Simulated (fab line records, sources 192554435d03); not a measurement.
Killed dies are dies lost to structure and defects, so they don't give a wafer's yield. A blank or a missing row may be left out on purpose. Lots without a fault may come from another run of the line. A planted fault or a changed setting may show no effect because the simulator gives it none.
fab line records | flow n5_finfet
record lots=7 wafers=21
route steps=1938 shown BEOL_M8@1362 BEOL_M9@1458 BEOL_M10@1473
start_h: hours from the record's first day to the start of the lot's first wafer shown | wait_h: hours since the lot's step before | " the same as in the row above | L1.1+2: a row that stands for several wafers | - no value, or no start given | * or withheld: withheld | < > ~ a bound
route shown NAME@n: a module of which the file shows steps, and the number in the route of the first | usual: mean/standard deviation of fault-free wafers | same: alike in all rows | chamber/n: place in a boat | sites: the reading at each site | _std_site: their standard deviation | _edge_site: outer sites' mean less inner sites' | radius_mm: how far each site lies from the wafer's centre | mask NAME#n: copy n | behind: the tool/chamber that last shaped the wafer | hold: why the lot was held/for how many hours/how that ended | device: the transistor (n, p or np) that didn't switch | end of line: the same wafers' tests at the end of the route | a step without rows: its recipe alone | killed: dies lost to structure and defects at the first sort, not the wafer's yield | map: a wafer's dies, x killed, . not, _ none there
set.NAME: the setting as run; set.NAME@STEP: as run at that earlier step | model.NAME: the simulator's own value behind a step, which no gauge read
lots whose settings were changed on purpose; a table a step, a row a wafer
## steps
# step N5_BEOL_M8_EXPOSE_25
# recipe mask_id=V7 na=0.33 source_shape=annular sigma_inner=0.4 sigma_outer=0.8 polarization=unpolarized target_cd_nm=40 dose_mj=42.5
# columns lot.wafer tool chamber start_h wait_h mask set.dose_mj
L077.1 euv_scanner-01 0 230.76 - V7#0 39.57
L077.2+4 " 0 " " V7#0 42.5
L079.2+4+6 euv_scanner-01 0 239.34 - V7#0 42.5
L081.2+5 euv_scanner-01 0 246.46 - V7#0 42.5
L081.4 " 0 " " V7#0 40.82
L083.2 euv_scanner-01 0 274.65 - V7#0 43.74
L083.5+6 " 0 " " V7#0 42.5
L090.1+3 euv_scanner-02 0 296.38 - V7#0 43.95
L090.4 " 0 " " V7#0 42.5
L091.2+4+6 euv_scanner-01 0 304.36 - V7#0 42.5
L092.1+5+6 euv_scanner-01 0 319.41 - V7#0 42.5
# step N5_BEOL_M8_PEB_26
# recipe peb_temp_c=100 peb_time_s=60 resist=CAR-EUV
# step N5_BEOL_M8_DEVELOP_27
# recipe develop_time_s=30 developer=TMAH resist=CAR-EUV rinse_liquid=surfactant_rinse dry=air_spin dev_temp_c=23
# step N5_BEOL_M8_CD_MEAS_28
# recipe target_cd_nm=40 landing_energy_ev=500 detector=se_inlens
# usual cd_nm=39.94/0.21
# columns lot.wafer tool chamber start_h wait_h set.dose_mj@BEOL_M8_EXPOSE_25 cd_nm
L077.1 cd_sem-01 0 230.90 - 39.57 38.59
L077.2 " 0 " " 42.5 39.78
L077.4 " 0 " " 42.5 40.17
L079.2 cd_sem-03 0 239.47 - 42.5 39.70
L079.4 " 0 " " 42.5 39.78
L079.6 " 0 " " 42.5 39.76
L081.2 cd_sem-03 0 246.59 - 42.5 39.54
L081.4 " 0 " " 40.82 39.13
L081.5 " 0 " " 42.5 39.91
L083.2 cd_sem-03 0 274.78 - 43.74 40.84
L083.5 " 0 " " 42.5 39.45
L083.6 " 0 " " 42.5 39.88
L090.1 cd_sem-02 0 296.51 - 43.95 40.77
L090.3 " 0 " " 43.95 40.63
L090.4 " 0 " " 42.5 40.11
L091.2 cd_sem-03 0 304.48 - 42.5 39.73
L091.4 " 0 " " 42.5 40.08
L091.6 " 0 " " 42.5 39.62
L092.1 cd_sem-01 0 319.54 - 42.5 39.86
L092.5 " 0 " " 42.5 39.98
L092.6 " 0 " " 42.5 39.81
# step N5_BEOL_M8_DESCUM_33
# recipe chemistry=O2 time_s=7 source_power_w=50 bias_power_w=20 pressure_mtorr=20 rf_frequency_hz=2.712e+07 temp_c=40 resist=CAR-EUV o2_flow_sccm=225
# columns lot.wafer tool chamber start_h wait_h set.dose_mj@BEOL_M8_EXPOSE_25 model.BEOL_M8.cd_nm
L077.1 rie_diel-05 3 231.02 0.0 39.57 38.4
L077.2+4 " 2,3 " " 42.5 40
L079.2+4+6 rie_diel-01 0,2,0 239.63 0.1 42.5 40
L081.2 rie_diel-05 2 246.71 0.0 42.5 40
L081.4 " 3 " " 40.82 39.2
L081.5 " 1 " " 42.5 40.2
L083.2 rie_diel-01 2 275.26 0.4 43.74 40.8
L083.5 " 2 " " 42.5 39.8
L083.6 " 3 " " 42.5 40
L090.1+3 rie_diel-02 1,0 296.74 0.1 43.95 40.6
L090.4 " 3 " " 42.5 40
L091.2+4+6 rie_diel-02 3,0,2 304.61 0.0 42.5 39.8
L092.1+5 rie_diel-02 2,0 319.69 0.1 42.5 40
L092.6 " 1 " " 42.5 40.2
# step N5_BEOL_M8_ETCH_72
# recipe chemistry=N2/H2 target=underlayer target_depth_a=65 mask_material=CAR-EUV time_s=5.2 ion_energy_ev=200 pressure_mtorr=30 source_w=840 bias_w=150 n2_flow_sccm=200 h2_flow_sccm=200 ends=cleared
# columns lot.wafer tool chamber start_h wait_h set.dose_mj@BEOL_M8_EXPOSE_25 model.BEOL_M8.cd_nm
L077.1 rie_diel-05 3 231.05 0.0 39.57 38.6
L077.2 " 2 " " 42.5 40
L077.4 " 3 " " 42.5 40.2
L079.2 rie_diel-01 0 239.66 0.0 42.5 40.2
L079.4+6 " 2,0 " " 42.5 40
L081.2 rie_diel-05 2 246.74 0.0 42.5 40
L081.4 " 3 " " 40.82 39.2
L081.5 " 1 " " 42.5 40.2
L083.2 rie_diel-01 2 275.30 0.0 43.74 40.8
L083.5+6 " 2,3 " " 42.5 40
L090.1 rie_diel-02 1 296.77 0.0 43.95 40.6
L090.3 " 0 " " 43.95 40.8
L090.4 " 3 " " 42.5 40
L091.2+4+6 rie_diel-02 3,0,2 304.64 0.0 42.5 39.8
L092.1 rie_diel-02 2 319.72 0.0 42.5 40
L092.5+6 " 0,1 " " 42.5 40.2
# step N5_BEOL_M8_ETCH_65
# recipe chemistry=CF4 target=SiARC target_depth_a=156 mask_material=CAR-EUV time_s=26 ion_energy_ev=80 pressure_mtorr=40 source_w=545 bias_w=36 Ar_flow_sccm=100 cf4_flow_sccm=100 ends=cleared
# usual etch_rf_on_time_s=25.9/0.45 rf_vpp_V=183.5/0.95
# columns lot.wafer tool chamber start_h wait_h set.source_w etch_rf_on_time_s rf_vpp_V
L077.1 rie_diel-05 3 231.07 0.0 545 26.5 185.0
L077.2 " 2 " " 518.3 26.9 184.6
L077.4 " 3 " " 518.3 27.4 187.2
L079.2 rie_diel-01 0 239.68 0.0 545 26.3 182.7
L079.4 " 2 " " 545 25.4 183.9
L079.6 " 0 " " 545 26.3 183.6
L081.2 rie_diel-05 2 246.76 0.0 545 25.8 182.8
L081.4 " 3 " " 545 26.4 183.7
L081.5 " 1 " " 464.4 29.3 194.4
L083.2 rie_diel-01 2 275.31 0.0 545 25.6 182.7
L083.5 " 2 " " 468.3 29.2 195.5
L083.6 " 3 " " 468.3 30.3 193.3
L090.1 rie_diel-02 1 296.79 0.0 597.2 24.2 178.2
L090.3 " 0 " " 597.2 24.0 176.2
L090.4 " 3 " " 545 25.8 184.6
L091.2 rie_diel-02 3 304.66 0.0 500.3 27.7 188.7
L091.4 " 0 " " 545 25.7 183.6
L091.6 " 2 " " 500.3 28.8 189.3
L092.1 rie_diel-02 2 319.74 0.0 595.2 24.7 178.9
L092.5 " 0 " " 545 26.0 183.5
L092.6 " 1 " " 545 26.0 185.4
# step N5_BEOL_M8_ETCH_66
# recipe chemistry=N2/H2 target=SOC target_depth_a=800 overetch_a=160 mask_material=SiARC temp_c=40 time_s=120 ion_energy_ev=200 pressure_mtorr=30 source_w=840 bias_w=150 n2_flow_sccm=200 h2_flow_sccm=200
# columns lot.wafer tool chamber start_h wait_h set.dose_mj@BEOL_M8_EXPOSE_25 model.BEOL_M8.cd_nm
L077.1 rie_diel-05 3 231.10 0.0 39.57 38.4
L077.2 " 2 " " 42.5 40
L077.4 " 3 " " 42.5 40.2
L079.2 rie_diel-01 0 239.71 0.0 42.5 40.2
L079.4+6 " 2,0 " " 42.5 40
L081.2 rie_diel-05 2 246.79 0.0 42.5 40
L081.4 " 3 " " 40.82 39
L081.5 " 1 " " 42.5 40.2
L083.2 rie_diel-01 2 275.34 0.0 43.74 40.8
L083.5 " 2 " " 42.5 39.8
L083.6 " 3 " " 42.5 40
L090.1 rie_diel-02 1 296.82 0.0 43.95 40.8
L090.3 " 0 " " 43.95 41
L090.4 " 3 " " 42.5 40.2
L091.2 rie_diel-02 3 304.69 0.0 42.5 40.2
L091.4 " 0 " " 42.5 40
L091.6 " 2 " " 42.5 39.8
L092.1 rie_diel-02 2 319.77 0.0 42.5 40
L092.5+6 " 0,1 " " 42.5 40.2
# step N5_BEOL_M9_ALD_74
# recipe material=TaN target_thk_a=20 temp_c=275 ald_precursor_family=PDMAT ald_co_reactant=NH3 pressure_torr=3 carrier_flow_sccm=1500 pulse_time_s=2 purge_time_s=3 co_reactant_purge_time_s=2 co_reactant_pulse_time_s=3 ald_cycles=40 precursor_vessel_temp_c=75 precursor_vessel_pressure_torr=26.25 precursor_vessel_carrier_sccm=1000
# columns lot.wafer tool chamber start_h wait_h set.ald_cycles model.TaN_of_BEOL_M9_ALD_74.thk_nm
L077.1+4 ald_metal-03 3,2 240.87 0.0 40 2
L077.2 " 1 " " 37 1.8
L079.2+4+6 ald_metal-03 1,3,1 248.37 0.0 40 2
L081.2+4+5 ald_metal-02 1,3,1 256.58 0.1 47 2.4
L083.2+6 ald_metal-03 3 282.57 0.0 40 2
L083.5 " 2 " " 46 2.4
L090.1+4 ald_metal-03 3,0 307.63 0.1 36 1.8
L090.3 " 2 " " 40 2
L091.2 ald_metal-03 1 315.37 0.0 40 2
L091.4+6 " 0 " " 36 1.8
L092.1+6 ald_metal-02 0,1 328.11 0.1 40 2
L092.5 " 2 " " 38 1.8
# step N5_BEOL_M10_PECVD_70
# recipe material=SiO2 target_thk_a=200 temp_c=400 precursor=TEOS/O2 pressure_torr=5.5 rf_w=450 teos_flow_sccm=53.8 gas=O2 flow_sccm=3000 time_s=22.7
# columns lot.wafer tool chamber start_h wait_h set.time_s model.SiO2_of_BEOL_M10_PECVD_70.thk_nm
L077.1 pecvd-01 0 243.75 0.0 22.7 20.4
L077.2 " 1 " " 22.7 20
L077.4 " 1 " " 22.7 20.6
L079.2+6 pecvd-02 1,0 251.76 0.0 22.7 19.8
L079.4 " 2 " " 22.7 20
L081.2 pecvd-04 1 259.24 0.0 22.7 19.8
L081.4+5 " 2,1 " " 24.76 22
L083.2 pecvd-02 1 284.95 0.0 22.7 19.6
L083.5+6 " 1,2 " " 22.7 20
L090.1 pecvd-01 1 311.71 0.0 22.7 19.6
L090.3 " 0 " " 19.42 17
L090.4 " 0 " " 19.42 17.4
L091.2 pecvd-04 1 317.50 0.0 22.7 19.8
L091.4 " 0 " " 25.33 22.4
L091.6 " 2 " " 25.33 22.2
L092.1+6 pecvd-01 0,1 330.73 0.0 22.7 20
L092.5 " 0 " " 22.7 20.4
# step N5_BEOL_M10_EXPOSE_08
# recipe mask_id=M10 na=1.35 source_shape=dipole sigma_inner=0.411 sigma_outer=0.611 polarization=te dose_mj=53.75
# columns lot.wafer tool chamber start_h wait_h mask set.dose_mj
L077.1+2+4 arfi_scanner-02 0 244.56 - M10#0 53.75
L079.2+4+6 arfi_scanner-03 0 252.99 - M10#0 53.75
L081.2+4 arfi_scanner-02 0 260.72 - M10#0 53.75
L081.5 " 0 " " M10#0 55.37
L083.2+6 arfi_scanner-01 0 285.58 - M10#0 56.56
L083.5 " 0 " " M10#0 53.75
L090.1+3+4 arfi_scanner-03 0 312.62 - M10#0 50.42
L091.2+4+6 arfi_scanner-01 0 319.53 - M10#0 53.75
L092.1 arfi_scanner-03 0 332.52 - M10#0 53.75
L092.5+6 " 0 " " M10#0 55.65
# step N5_BEOL_M10_PEB_09
# recipe peb_temp_c=withheld peb_time_s=60 resist=CAR-ArF
# step N5_BEOL_M10_DEVELOP_10
# recipe develop_time_s=30 developer=TMAH resist=CAR-ArF rinse_liquid=diw dry=air_spin dev_temp_c=23
# step N5_BEOL_M10_CD_MEAS_11
# recipe target_cd_nm=64.1 landing_energy_ev=500 detector=se_inlens polarity=opening
# usual cd_nm=64.0/0.53
# columns lot.wafer tool chamber start_h wait_h set.dose_mj@BEOL_M10_EXPOSE_08 cd_nm
L077.1 cd_sem-02 0 244.68 - 53.75 64.4
L077.2 " 0 " " 53.75 64.0
L077.4 " 0 " " 53.75 64.1
L079.2 cd_sem-01 0 253.11 - 53.75 63.6
L079.4 " 0 " " 53.75 64.2
L079.6 " 0 " " 53.75 63.8
L081.2 cd_sem-02 0 260.84 - 53.75 63.0
L081.4 " 0 " " 53.75 63.4
L081.5 " 0 " " 55.37 65.3
L083.2 cd_sem-02 0 285.70 - 56.56 68.1
L083.5 " 0 " " 53.75 64.6
L083.6 " 0 " " 56.56 67.9
L090.1 cd_sem-02 0 312.74 - 50.42 60.3
L090.3 " 0 " " 50.42 60.6
L090.4 " 0 " " 50.42 61.2
L091.2 cd_sem-01 0 319.66 - 53.75 64.0
L091.4 " 0 " " 53.75 63.6
L091.6 " 0 " " 53.75 63.7
L092.1 cd_sem-01 0 332.64 - 53.75 63.7
L092.5 " 0 " " 55.65 65.3
L092.6 " 0 " " 55.65 65.2
# step N5_BEOL_M10_DESCUM_16
# recipe chemistry=O2 time_s=7.9 source_power_w=50 bias_power_w=20 pressure_mtorr=20 rf_frequency_hz=2.712e+07 temp_c=40 resist=CAR-ArF o2_flow_sccm=225
# step N5_BEOL_M10_ETCH_61
# recipe chemistry=CF4 target=SiARC target_depth_a=390 mask_material=CAR-ArF time_s=65 ion_energy_ev=80 pressure_mtorr=40 source_w=545 bias_w=36 Ar_flow_sccm=100 cf4_flow_sccm=100 ends=cleared
# columns lot.wafer tool chamber start_h wait_h set.dose_mj@BEOL_M10_EXPOSE_08 model.BEOL_M10.cd_offset_nm
L077.1+2+4 rie_diel-02 1,3,2 244.80 0.0 53.75 0
L079.2 rie_diel-01 3 253.23 0.0 53.75 -0.2
L079.4 " 3 " " 53.75 0.2
L079.6 " 2 " " 53.75 0
L081.2 rie_diel-01 2 261.12 0.0 53.75 -1
L081.4 " 0 " " 53.75 -0.6
L081.5 " 0 " " 55.37 0.8
L083.2+6 rie_diel-02 2,0 286.03 0.0 56.56 3.8
L083.5 " 1 " " 53.75 0.6
L090.1 rie_diel-02 0 313.57 0.0 50.42 -3.4
L090.3 " 3 " " 50.42 -3.2
L090.4 " 2 " " 50.42 -3
L091.2+4 rie_diel-01 0,1 320.37 0.0 53.75 -0.4
L091.6 " 0 " " 53.75 -0.2
L092.1 rie_diel-01 2 332.93 0.0 53.75 -0.6
L092.5 " 0 " " 55.65 1.4
L092.6 " 1 " " 55.65 1
# step N5_BEOL_M10_ETCH_62
# recipe chemistry=N2/H2 target=SOC target_depth_a=1100 overetch_a=220 mask_material=SiARC temp_c=40 time_s=165 ion_energy_ev=200 pressure_mtorr=30 source_w=840 bias_w=150 n2_flow_sccm=200 h2_flow_sccm=200
# columns lot.wafer tool chamber start_h wait_h set.dose_mj@BEOL_M10_EXPOSE_08 model.BEOL_M10.cd_offset_nm
L077.1 rie_diel-02 1 244.85 0.0 53.75 0
L077.2 " 3 " " 53.75 -0.2
L077.4 " 2 " " 53.75 -0.4
L079.2 rie_diel-01 3 253.28 0.0 53.75 -0.2
L079.4 " 3 " " 53.75 0
L079.6 " 2 " " 53.75 0.4
L081.2+4 rie_diel-01 2,0 261.17 0.0 53.75 -0.8
L081.5 " 0 " " 55.37 0.6
L083.2 rie_diel-02 2 286.08 0.0 56.56 4.2
L083.5 " 1 " " 53.75 0.8
L083.6 " 0 " " 56.56 3.8
L090.1 rie_diel-02 0 313.62 0.0 50.42 -3.6
L090.3 " 3 " " 50.42 -3.2
L090.4 " 2 " " 50.42 -3
L091.2+6 rie_diel-01 0 320.42 0.0 53.75 -0.4
L091.4 " 1 " " 53.75 -0.2
L092.1 rie_diel-01 2 332.98 0.0 53.75 -0.6
L092.5 " 0 " " 55.65 1.2
L092.6 " 1 " " 55.65 1
# step N5_BEOL_M10_STRIP_68
# recipe chemistry=N2/H2 temp_c=40 n2_flow_sccm=200 h2_flow_sccm=200 rf_frequency_hz=6e+07
# step N5_BEOL_M10_STRIP_67
# recipe chemistry=CF4 resist=SiARC power_w=300 bias_power_w=75 pressure_mtorr=50 cf4_flow_sccm=150 rf_frequency_hz=6e+07
# step N5_BEOL_M10_HM_OPEN_17
# recipe chemistry=Cl2/BCl3 target_depth_a=200 overetch_a=60 target=TiN mask_material=SOC ion_energy_ev=150 pressure_mtorr=10 icp_w=1000 bias_w=126 Cl2_flow_sccm=53.25 bcl3_flow_sccm=21.75 Ar_flow_sccm=25
# step N5_BEOL_M10_STRIP_19
# recipe chemistry=O2 power_w=400 temp_c=40 pressure_mtorr=30 rf_frequency_hz=6e+07 bias_power_w=0 overash_fraction=0.2 o2_flow_sccm=225
# step N5_BEOL_M10_CD_MEAS_18
# recipe pitch_nm=140 target_cd_nm=70
# usual cd_nm=69.9/0.62
# columns lot.wafer tool chamber start_h wait_h set.dose_mj@BEOL_M10_EXPOSE_08 cd_nm
L077.1 cd_sem-03 - 245.30 0.0 53.75 70.4
L077.2 " - " " 53.75 69.5
L077.4 " - " " 53.75 69.6
L079.2 cd_sem-02 - 253.65 0.1 53.75 69.5
L079.4 " - " " 53.75 70.3
L079.6 " - " " 53.75 70.6
L081.2 cd_sem-01 - 261.75 0.1 53.75 68.9
L081.4 " - " " 53.75 69.2
L081.5 " - " " 55.37 70.6
L083.2 cd_sem-02 - 286.46 0.1 56.56 73.9
L083.5 " - " " 53.75 70.2
L083.6 " - " " 56.56 73.6
L090.1 cd_sem-03 - 314.43 0.0 50.42 66.0
L090.3 " - " " 50.42 66.9
L090.4 " - " " 50.42 66.7
L091.2 cd_sem-02 - 320.79 0.1 53.75 69.7
L091.4 " - " " 53.75 69.8
L091.6 " - " " 53.75 69.6
L092.1 cd_sem-03 - 333.35 0.0 53.75 69.3
L092.5 " - " " 55.65 71.1
L092.6 " - " " 55.65 70.8
# step N5_BEOL_M10_COAT_63
# recipe resist=SOC temp_c=250 time_s=60 spin_rpm=1500 resist_thk_nm=100
# step N5_BEOL_M10_COAT_64
# recipe resist=SiARC temp_c=220 time_s=60 spin_rpm=1500 resist_thk_nm=30
# step N5_BEOL_M10_PRECLEAN_42
# recipe chemistry=residue_remover time_s=60 temp_c=40
# step N5_BEOL_M10_SRD_43
# recipe time_s=30 temp_c=23 rinse_liquid=diw dry=ipa_marangoni
# step N5_BEOL_M10_CD_MEAS_35
# recipe target_cd_nm=70 polarity=opening
# usual cd_nm=69.9/0.6
# columns lot.wafer tool chamber start_h wait_h set.dose_mj@BEOL_M10_EXPOSE_08 cd_nm
L077.1 cd_sem-03 - 247.30 0.0 53.75 70.0
L077.2 " - " " 53.75 70.3
L077.4 " - " " 53.75 69.7
L079.2 cd_sem-03 - 256.18 0.0 53.75 69.4
L079.4 " - " " 53.75 70.3
L079.6 " - " " 53.75 70.5
L081.2 cd_sem-01 - 264.01 0.0 53.75 69.1
L081.4 " - " " 53.75 68.7
L081.5 " - " " 55.37 70.8
L083.2 cd_sem-01 - 289.16 0.0 56.56 74.4
L083.5 " - " " 53.75 70.7
L083.6 " - " " 56.56 73.5
L090.1 cd_sem-03 - 315.82 0.0 50.42 66.2
L090.3 " - " " 50.42 66.7
L090.4 " - " " 50.42 66.6
L091.2 cd_sem-01 - 322.95 0.0 53.75 69.3
L091.4 " - " " 53.75 70.0
L091.6 " - " " 53.75 69.7
L092.1 cd_sem-01 - 336.00 0.0 53.75 68.8
L092.5 " - " " 55.65 71.2
L092.6 " - " " 55.65 71.0
# step N5_BEOL_M10_CURE_72
# recipe temp_c=370 time_s=120 ambient=DMADMS/He material=SiCOH_lowk
# step N5_BEOL_M10_DEGAS_44
# recipe ambient=vacuum temp_c=250 time_s=60
# step N5_BEOL_M10_ECD_50
# recipe material=Cu target_thk_a=3180
# step N5_BEOL_M10_ANNEAL_51
# recipe temp_c=225 time_s=90 ambient=N2
# step N5_BEOL_M10_CMP_52
# recipe stop_on=SiCOH_lowk t_overpolish_s=7 down_force_psi=1 platen_rpm=50 clearing_platen_down_force_psi=1.5 clearing_platen_rpm=50 post_cmp_clean=cu_alkaline target_thk_nm=140 clearing_platen_pad_velocity_m_s=0.99484 pad_velocity_m_s=0.99484
# usual barrier_field_endpoint_s=29.0/0.57
# columns lot.wafer tool chamber start_h wait_h set.time_s@BEOL_M10_PECVD_70 barrier_field_endpoint_s
L077.1 cmp-01 0 249.24 0.3 22.7 29.5
L077.4 " 1 " " 22.7 29.0
L077.2 " 3 " " 22.7 29.2
L079.4 cmp-03 2 258.22 0.2 22.7 28.9
L079.2 " 3 " " 22.7 28.0
L079.6 " 2 " " 22.7 29.6
L081.4 cmp-03 2 266.31 0.2 24.76 30.6
L081.2 " 3 " " 22.7 28.0
L081.5 " 1 " " 24.76 30.4
L083.2 cmp-04 2 291.41 0.3 22.7 28.3
L083.6 " 1 " " 22.7 29.3
L083.5 " 2 " " 22.7 29.0
L090.1 cmp-01 1 319.52 0.3 22.7 29.1
L090.3 " 2 " " 19.42 25.4
L090.4 " 0 " " 19.42 25.3
L091.4 cmp-01 2 324.78 0.1 25.33 31.1
L091.2 " 3 " " 22.7 29.0
L091.6 " 2 " " 25.33 31.5
L092.1 cmp-01 3 338.32 0.4 22.7 29.5
L092.5 " 0 " " 22.7 30.1
L092.6 " 1 " " 22.7 29.4
## key
split step=N5_BEOL_M8_EXPOSE_25 setting=dose_mj stated=42.5 by=wafer
response step=N5_BEOL_M8_CD_MEAS_28 reading=cd_nm change=+0.208 per=1% r=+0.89
response step=N5_BEOL_M8_DESCUM_33 reading=model.BEOL_M8.cd_nm change=+0.231 per=1% r=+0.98
response step=N5_BEOL_M8_ETCH_72 reading=model.BEOL_M8.cd_nm change=+0.224 per=1% r=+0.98
response step=N5_BEOL_M8_ETCH_66 reading=model.BEOL_M8.cd_nm change=+0.253 per=1% r=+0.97
split step=N5_BEOL_M8_ETCH_65 setting=source_w stated=545 by=wafer
response step=N5_BEOL_M8_ETCH_65 reading=etch_rf_on_time_s change=* per=1% r=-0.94
response step=N5_BEOL_M8_ETCH_65 reading=rf_vpp_V change=-0.731 per=1% r=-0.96
split step=N5_BEOL_M9_ALD_74 setting=ald_cycles stated=40 by=wafer
response step=N5_BEOL_M9_ALD_74 reading=model.TaN_of_BEOL_M9_ALD_74.thk_nm change=+0.0247 per=1% r=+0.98
split step=N5_BEOL_M10_PECVD_70 setting=time_s stated=22.7 by=wafer
response step=N5_BEOL_M10_PECVD_70 reading=model.SiO2_of_BEOL_M10_PECVD_70.thk_nm change=+0.197 per=1% r=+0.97
response step=N5_BEOL_M10_CMP_52 reading=barrier_field_endpoint_s change=+0.243 per=1% r=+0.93
split step=N5_BEOL_M10_EXPOSE_08 setting=dose_mj stated=53.75 by=wafer
response step=N5_BEOL_M10_CD_MEAS_11 reading=cd_nm change=+0.616 per=1% r=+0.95
response step=N5_BEOL_M10_ETCH_61 reading=model.BEOL_M10.cd_offset_nm change=+0.571 per=1% r=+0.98
response step=N5_BEOL_M10_ETCH_62 reading=model.BEOL_M10.cd_offset_nm change=+0.551 per=1% r=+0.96
response step=N5_BEOL_M10_CD_MEAS_18 reading=cd_nm change=+0.596 per=1% r=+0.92
response step=N5_BEOL_M10_CD_MEAS_35 reading=cd_nm change=+0.638 per=1% r=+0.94
